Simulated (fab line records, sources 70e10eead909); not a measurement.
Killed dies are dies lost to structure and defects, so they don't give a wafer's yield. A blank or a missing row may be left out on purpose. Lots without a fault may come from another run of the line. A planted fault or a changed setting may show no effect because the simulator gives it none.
Chamber matching | flow nand_harc | NHARC_THIN_TSV_DEP_47 on pecvd-04: 3 sister chambers
The step deposits SiO2, target thk 200 nm. 14 wafers are shown with their chamber, then 7 later ones without.

WAFERS WITH THEIR CHAMBER
wafer  | chamber | throttle_valve_pct (%) | chamber_pressure_Torr (Torr)
L075.1 | 2       | 16.4                   | 6.492
L075.3 | 0       | 16.5                   | 6.477
L075.4 | 2       | 16.4                   | 6.484
L082.1 | 2       | 16.7                   | 6.491
L082.2 | 0       | 16.8                   | 6.497
L082.6 | 0       | 17.0                   | 6.483
L087.2 | 2       | 16.0                   | 6.519
L087.3 | 0       | 16.1                   | 6.512
L087.6 | 2       | 15.9                   | 6.515
L088.3 | 2       | 16.3                   | 6.508
L088.4 | 0       | 16.3                   | 6.499
L088.6 | 1       | 16.4                   | 6.507
L090.1 | 0       | 16.7                   | 6.504
L090.2 | 1       | 16.4                   | 6.498

SIGNATURES (means of the wafers above)
reading               | chamber 0 | chamber 1 | chamber 2 | scatter within a chamber
throttle_valve_pct    | 16.567    | 16.400    | 16.283    | 0.299
chamber_pressure_Torr | 6.49533   | 6.50250   | 6.50150   | 0.0133
Rule: a wafer's distance from a chamber is the root of the sum, over the readings, of the square of ((its reading less the chamber's mean) divided by the reading's scatter). The wafer belongs to the nearest chamber; if the next one is less than 2 further off, it can't be placed. The scatter: the root of (the sum of the squares of (reading less its chamber's mean) over the shown wafers, divided by (wafers less chambers)).

WAFERS WITHOUT THEIR CHAMBER
wafer  | throttle_valve_pct (%) | chamber_pressure_Torr (Torr)
L090.3 | 16.0                   | 6.506
L095.3 | 16.5                   | 6.511
L095.5 | 16.2                   | 6.516
L095.6 | 16.5                   | 6.506
L097.2 | 16.2                   | 6.500
L097.3 | 16.8                   | 6.474
L097.4 | 16.1                   | 6.502

WHICH CHAMBER EACH WENT THROUGH
wafer  | from the rows above          | in truth
L090.3 | can't be placed: 2 or 1 or 0 | 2
L095.3 | can't be placed: 1 or 2 or 0 | 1
L095.5 | can't be placed: 2 or 1 or 0 | 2
L095.6 | can't be placed: 1 or 2 or 0 | 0
L097.2 | can't be placed: 2 or 1 or 0 | 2
L097.3 | can't be placed: 0 or 1 or 2 | 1
L097.4 | can't be placed: 2 or 1 or 0 | 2
Placed correctly: 0 of 7. Can't be placed from these rows: 7 (the true chamber is among the candidates in 7). Placed wrongly: 0.
